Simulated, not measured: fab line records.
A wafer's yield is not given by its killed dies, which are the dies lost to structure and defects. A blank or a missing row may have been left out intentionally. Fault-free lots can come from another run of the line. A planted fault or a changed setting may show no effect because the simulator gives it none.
Matching of chambers || flow n5 finfet || pecvd-02 running N5_BEOL_M5_DEP_56: 3 sister chambers
The step deposits SiCN from 3MS/NH3, target thk 8 nm, time 14 s. 14 wafers are shown with their chamber, then 6 later ones without.

WAFERS PAIRED WITH THEIR CHAMBERS
{"wafer": "L129.1", "chamber": 2, "throttle valve pct (%)": 8.6, "showerhead plenum p Torr (Torr)": 3.691, "rf fwd power W (W)": 200.6}
{"wafer": "L129.2", "chamber": 0, "throttle valve pct (%)": 9.6, "showerhead plenum p Torr (Torr)": 3.659, "rf fwd power W (W)": 200.9}
{"wafer": "L129.5", "chamber": 2, "throttle valve pct (%)": 8.6, "showerhead plenum p Torr (Torr)": 3.696, "rf fwd power W (W)": 201.3}
{"wafer": "L130.3", "chamber": 0, "throttle valve pct (%)": 9.4, "showerhead plenum p Torr (Torr)": 3.658, "rf fwd power W (W)": 199.8}
{"wafer": "L130.4", "chamber": 2, "throttle valve pct (%)": 8.5, "showerhead plenum p Torr (Torr)": 3.695, "rf fwd power W (W)": 200.5}
{"wafer": "L130.6", "chamber": 0, "throttle valve pct (%)": 9.7, "showerhead plenum p Torr (Torr)": 3.668, "rf fwd power W (W)": 199.9}
{"wafer": "L134.1", "chamber": 0, "throttle valve pct (%)": 9.7, "showerhead plenum p Torr (Torr)": 3.660, "rf fwd power W (W)": 199.4}
{"wafer": "L134.2", "chamber": 1, "throttle valve pct (%)": 9.6, "showerhead plenum p Torr (Torr)": 3.665, "rf fwd power W (W)": 200.7}
{"wafer": "L134.6", "chamber": 2, "throttle valve pct (%)": 8.5, "showerhead plenum p Torr (Torr)": 3.688, "rf fwd power W (W)": 200.0}
{"wafer": "L135.1", "chamber": 1, "throttle valve pct (%)": 9.4, "showerhead plenum p Torr (Torr)": 3.659, "rf fwd power W (W)": 200.0}
{"wafer": "L135.4", "chamber": 2, "throttle valve pct (%)": 8.7, "showerhead plenum p Torr (Torr)": 3.697, "rf fwd power W (W)": 201.1}
{"wafer": "L135.6", "chamber": 1, "throttle valve pct (%)": 9.5, "showerhead plenum p Torr (Torr)": 3.656, "rf fwd power W (W)": 200.0}
{"wafer": "L147.2", "chamber": 0, "throttle valve pct (%)": 9.7, "showerhead plenum p Torr (Torr)": 3.662, "rf fwd power W (W)": 200.8}
{"wafer": "L147.4", "chamber": 2, "throttle valve pct (%)": 8.9, "showerhead plenum p Torr (Torr)": 3.706, "rf fwd power W (W)": 200.6}

SIGNATURES, as means of the wafers listed above
{"reading": "throttle valve pct", "chamber 0": 9.620, "chamber 1": 9.500, "chamber 2": 8.633, "scatter within a chamber": 0.135}
{"reading": "showerhead plenum p Torr", "chamber 0": 3.66140, "chamber 1": 3.66000, "chamber 2": 3.69550, "scatter within a chamber": 0.00518}
{"reading": "rf fwd power W", "chamber 0": 200.160, "chamber 1": 200.233, "chamber 2": 200.683, "scatter within a chamber": 0.533}
Rule: for a wafer and a chamber, the distance is found by dividing, reading by reading, the gap between the wafer's reading and the chamber's mean by the reading's scatter, squaring, summing and taking the root. If the next closest chamber is less than 2 further off than the closest, the wafer can't be placed; otherwise it belongs to the closest. How the scatter is found: for the shown wafers, subtract from each reading the mean of its chamber, square and add these, divide the total by (wafers less chambers), then take the root.

WAFERS MISSING THEIR CHAMBER
{"wafer": "L147.5", "throttle valve pct (%)": 9.6, "showerhead plenum p Torr (Torr)": 3.661, "rf fwd power W (W)": 200.6}
{"wafer": "L149.2", "throttle valve pct (%)": 8.8, "showerhead plenum p Torr (Torr)": 3.696, "rf fwd power W (W)": 200.9}
{"wafer": "L149.3", "throttle valve pct (%)": 9.7, "showerhead plenum p Torr (Torr)": 3.662, "rf fwd power W (W)": 200.5}
{"wafer": "L149.6", "throttle valve pct (%)": 9.6, "showerhead plenum p Torr (Torr)": 3.668, "rf fwd power W (W)": 200.1}
{"wafer": "L150.2", "throttle valve pct (%)": 8.6, "showerhead plenum p Torr (Torr)": 3.688, "rf fwd power W (W)": 201.0}
{"wafer": "L150.6", "throttle valve pct (%)": 9.5, "showerhead plenum p Torr (Torr)": 3.658, "rf fwd power W (W)": 199.3}

CHAMBER TAKEN BY EACH
{"wafer": "L147.5", "from the rows above": "can't be placed: 0 or 1", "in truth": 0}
{"wafer": "L149.2", "from the rows above": 2, "in truth": 2}
{"wafer": "L149.3", "from the rows above": "can't be placed: 0 or 1", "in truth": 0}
{"wafer": "L149.6", "from the rows above": "can't be placed: 0 or 1", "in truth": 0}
{"wafer": "L150.2", "from the rows above": 2, "in truth": 2}
{"wafer": "L150.6", "from the rows above": "can't be placed: 1 or 0", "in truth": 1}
2 of 6 placed correctly. From these rows, 4 cannot be placed; in 4 the true chamber is one of the candidates. Placed wrongly: 0.
